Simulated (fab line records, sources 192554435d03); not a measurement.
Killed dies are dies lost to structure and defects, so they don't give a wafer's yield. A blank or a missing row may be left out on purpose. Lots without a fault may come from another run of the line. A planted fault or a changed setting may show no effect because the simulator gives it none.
Chamber matching | flow n5_finfet | N5_MOL_CONTACT_COAG_DESCUM_13 on rie_diel-02: 4 sister chambers
The step chemistry O2, time 7 s. 14 wafers are shown with their chamber, then 7 later ones without.

WAFERS WITH THEIR CHAMBER
wafer  | chamber | drypump_motor_current_A (A) | showerhead_plenum_p_Torr (Torr) | throttle_valve_pct (%)
L074.2 | 3       | 5.5                         | 2.06                            | 20.39
L074.3 | 1       | 5.4                         | 2.12                            | 20.56
L074.4 | 0       | 5.4                         | 2.12                            | 20.16
L076.1 | 0       | 5.4                         | 2.12                            | 20.15
L076.2 | 2       | 6.6                         | 2.03                            | 20.38
L076.4 | 3       | 5.5                         | 2.06                            | 20.39
L078.3 | 3       | 5.5                         | 2.05                            | 20.39
L078.5 | 0       | 5.4                         | 2.12                            | 20.16
L078.6 | 1       | 5.4                         | 2.12                            | 20.60
L082.4 | 0       | 5.4                         | 2.11                            | 20.18
L082.5 | 2       | 6.6                         | 2.02                            | 20.39
L082.6 | 1       | 5.4                         | 2.12                            | 20.60
L086.1 | 2       | 6.5                         | 2.02                            | 20.40
L086.2 | 3       | 5.5                         | 2.05                            | 20.43

SIGNATURES (means of the wafers above)
reading                  | chamber 0 | chamber 1 | chamber 2 | chamber 3 | scatter within a chamber
drypump_motor_current_A  | 5.400     | 5.400     | 6.567     | 5.500     | 0.0258
showerhead_plenum_p_Torr | 2.1175    | 2.1200    | 2.0233    | 2.0550    | 0.00492
throttle_valve_pct       | 20.1625   | 20.5867   | 20.3900   | 20.4000   | 0.0172
Rule: a wafer's distance from a chamber is the root of the sum, over the readings, of the square of ((its reading less the chamber's mean) divided by the reading's scatter). The wafer belongs to the nearest chamber; if the next one is less than 2 further off, it can't be placed. The scatter: the root of (the sum of the squares of (reading less its chamber's mean) over the shown wafers, divided by (wafers less chambers)).

WAFERS WITHOUT THEIR CHAMBER
wafer  | drypump_motor_current_A (A) | showerhead_plenum_p_Torr (Torr) | throttle_valve_pct (%)
L086.3 | 5.4                         | 2.11                            | 20.20
L093.1 | 5.4                         | 2.10                            | 20.22
L093.2 | 5.5                         | 2.05                            | 20.42
L093.4 | 6.6                         | 2.02                            | 20.43
L097.1 | 6.6                         | 2.01                            | 20.43
L097.4 | 5.4                         | 2.11                            | 20.24
L097.5 | 6.6                         | 2.01                            | 20.46

WHICH CHAMBER EACH WENT THROUGH
wafer  | from the rows above | in truth
L086.3 | 0                   | 0
L093.1 | 0                   | 0
L093.2 | 3                   | 3
L093.4 | 2                   | 2
L097.1 | 2                   | 2
L097.4 | 0                   | 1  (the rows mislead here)
L097.5 | 2                   | 2
Placed correctly: 6 of 7. Can't be placed from these rows: 0. Placed wrongly: 1.
